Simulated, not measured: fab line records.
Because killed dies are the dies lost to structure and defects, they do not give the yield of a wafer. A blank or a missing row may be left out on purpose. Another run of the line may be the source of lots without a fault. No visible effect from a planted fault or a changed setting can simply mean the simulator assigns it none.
What tool caused it? + flow nand_harc + 18 wafers from 6 lots sampled at 4 of the route's 1159 steps

## WHAT THE GAUGES SHOWED, per wafer
NHARC_A_START_INSPECT_01.
| lot  | measured     | on                | raw_defect_count |
|------|--------------|-------------------|------------------|
| L121 | day 6 23:23  | defect_inspect-02 | 7 5 3            |
| L123 | day 7 09:15  | defect_inspect-02 | 5 3 3            |
| L131 | day 8 21:51  | defect_inspect-02 | 3 5 4            |
| L132 | day 9 20:14  | defect_inspect-01 | 6 5 3            |
| L139 | day 11 03:27 | defect_inspect-01 | 1 3 7            |
| L144 | day 12 05:04 | defect_inspect-01 | 2 7 5            |

## TOOL THAT RAN EACH LOT (tool first, then ch and the chambers of the sampled wafers, then the start)
| lot  | NHARC_P_M2_ETCH_35                 | NHARC_P_M2_PVD_20                       | NHARC_P_BONDPAD_ETCH_24            |
|------|------------------------------------|-----------------------------------------|------------------------------------|
| L121 | rie_diel-03 ch 0,3, day 6 15:55    | pvd_sputter-02, day 6 20:50 or earlier  | rie_diel-09 ch 1,2, day 6 20:50    |
| L123 | rie_diel-06 ch 1,2,3, day 7 01:02  | pvd_sputter-01, day 7 06:18 or earlier  | rie_diel-05 ch 0,1,2, day 7 06:18  |
| L131 | rie_diel-04 ch 0,3, day 8 14:07    | pvd_sputter-01, day 8 19:21 or earlier  | rie_diel-11 ch 1,3, day 8 19:21    |
| L132 | rie_diel-06 ch 0,1,2, day 9 12:33  | pvd_sputter-03, day 9 17:41 or earlier  | rie_diel-11 ch 2,3, day 9 17:41    |
| L139 | rie_diel-06 ch 0,1,2, day 10 19:29 | pvd_sputter-03, day 11 00:47 or earlier | rie_diel-11 ch 0,1, day 11 00:47   |
| L144 | rie_diel-03 ch 0,2,3, day 11 21:20 | pvd_sputter-01, day 12 02:32 or earlier | rie_diel-05 ch 0,1,2, day 12 02:32 |
- NHARC_P_M2_ETCH_35: etches the open film in N2/H2, target depth 40 nm, overetch 12 nm, time 43.94 s.
- NHARC_P_M2_PVD_20: deposits TaN, target thk 5 nm, time 8.06 s.
- NHARC_P_BONDPAD_ETCH_24: etches the open film in CF4/N2, target depth 30 nm, time 72.99 s.

## THE ANSWER, worked out from the rows above alone
Rule: the usual values come from the lots themselves. Put in order of their means at a reading, lots are off if they are a third of the lots or fewer, leave a main group of 4 or more, and stand apart from it by a gap of 3 or more times the standard deviation of the main group's means; of several such gaps the widest counts. The tables above print the reading to a certain number of digits; a main group whose means all agree to those digits is not used. Also off: a lot with no number at a reading for which 4 or more lots have one. The other lots that the step has rows for count as sound.
No lot is off at any reading shown: from this, nothing can be told.

## WHAT WAS PUT IN BY THE SIMULATOR
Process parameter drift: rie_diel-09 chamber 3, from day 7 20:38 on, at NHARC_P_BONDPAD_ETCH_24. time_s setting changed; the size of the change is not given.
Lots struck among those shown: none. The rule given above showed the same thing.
